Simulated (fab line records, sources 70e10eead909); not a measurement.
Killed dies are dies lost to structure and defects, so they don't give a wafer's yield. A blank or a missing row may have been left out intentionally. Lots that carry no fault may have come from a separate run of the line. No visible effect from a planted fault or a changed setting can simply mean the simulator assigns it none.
Code-filled problem report in 8D (eight disciplines) form ; flow nand harc ; the parts of the form that need people (team, actions taken, sign-off) are left out

== 1. THE PROBLEM ==
At NHARC_P_CONTACT_CD_MEAS_12, cd nm averages 115.9 nm over 6 wafers from 2 lots, while fault-free wafers read 90.1 nm, standard deviation 0.62. That puts it +42 standard deviations away from the usual mean.
The step: target cd 90 nm.
First observed at day 13 20:45: wafer L581.2, on cd sem-01. Wafers with a number at this step in the record: 42, from 14 lots. The rule behind "out" and "out of limits": a value lying over 4 standard deviations away from the usual mean. The other wafers with a number count as sound.

== 2. WHAT IT IS; WHAT IT IS NOT ==
question;is;is not
which readings at this step;cd nm;-
which lots;L581, L582;L560, L561, L562, L563, L564, L565, L566, L567, L570, L571, L580, L583
which wafers of those lots;all that have a number;-
read on which gauges;cd sem-01, cd sem-03;cd sem-02
when;from day 13 20:45;"up to then (33 sound wafers); but 3 sound wafers of L583 came after"

== 3. THE SUSPECTS, EACH WITH WHAT RULES IT OUT ==
Counting: a tool at a process step up to the reading stays a suspect if it ran every lot that is out and no sound lot after the first of them.
- the gauge at NHARC_P_CONTACT_CD_MEAS_12 is ruled out. 2 gauges (cd sem-01, cd sem-03) read the wafers that are out.
- arfi scanner-03 at NHARC_P_CONTACT_EXPOSE_09 (exposes mask P CA, target cd 90 nm): kept. Every lot that is out went through it, starting with L581 (day 13 20:37), and after that it ran no sound lot; the last sound lot it ran before then is L580 (day 13 02:50). Its own readings are out on those wafers: exposure dose mJ cm2.
Remaining after the count: arfi scanner-03 at NHARC_P_CONTACT_EXPOSE_09.

== 4. THE CAUSE (what the simulator had put in) ==
Drift in process parameters on arfi scanner-03 at NHARC_P_CONTACT_EXPOSE_09, starting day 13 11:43. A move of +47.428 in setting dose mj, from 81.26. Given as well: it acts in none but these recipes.
This tool alone remained once counting was done.

== 5. THE CHAIN OF EFFECTS, in route order ==
One row per reading whose mean, taken over the struck wafers that have a number, lies over 3 standard deviations from the usual. Only readings for which the record gives a usual standard deviation are gone through. hours: the time from each lot's start at the first step in this table that gives one to its start at this step, as a median over the lots. sigmas: the change in usual standard deviations.
hours;step;reading;usual;on struck wafers;change;sigmas
0;NHARC_P_CONTACT_EXPOSE_09;exposure dose mJ cm2;81.25;124.54;+43.29;+99 or more
0;NHARC_P_CONTACT_CD_MEAS_12;cd nm;90.1 nm;115.9;+25.8;+42
1;NHARC_P_CONTACT_CD_MEAS_19;cd nm;89.7 nm;114.9;+25.2;+16
Here are the process steps it includes:
- NHARC_P_CONTACT_EXPOSE_09: exposes mask P CA, target cd 90 nm.

== 6. WHAT WOULD HAVE CAUGHT IT SOONER ==
The first out-of-limits reading at a measuring or inspecting step in this record came at day 13 20:45, 9 hours after the fault's start at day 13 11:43.
Tool's own readings at NHARC_P_CONTACT_EXPOSE_09, exposure dose mJ cm2: out on all struck wafers the step has rows for; an alarm limit on them would have tripped on the first.
Of the lots that are out (2), L582 began NHARC_P_CONTACT_EXPOSE_09 on arfi scanner-03 after day 13 20:45. It would have been spared by a hold on the tool at that moment.
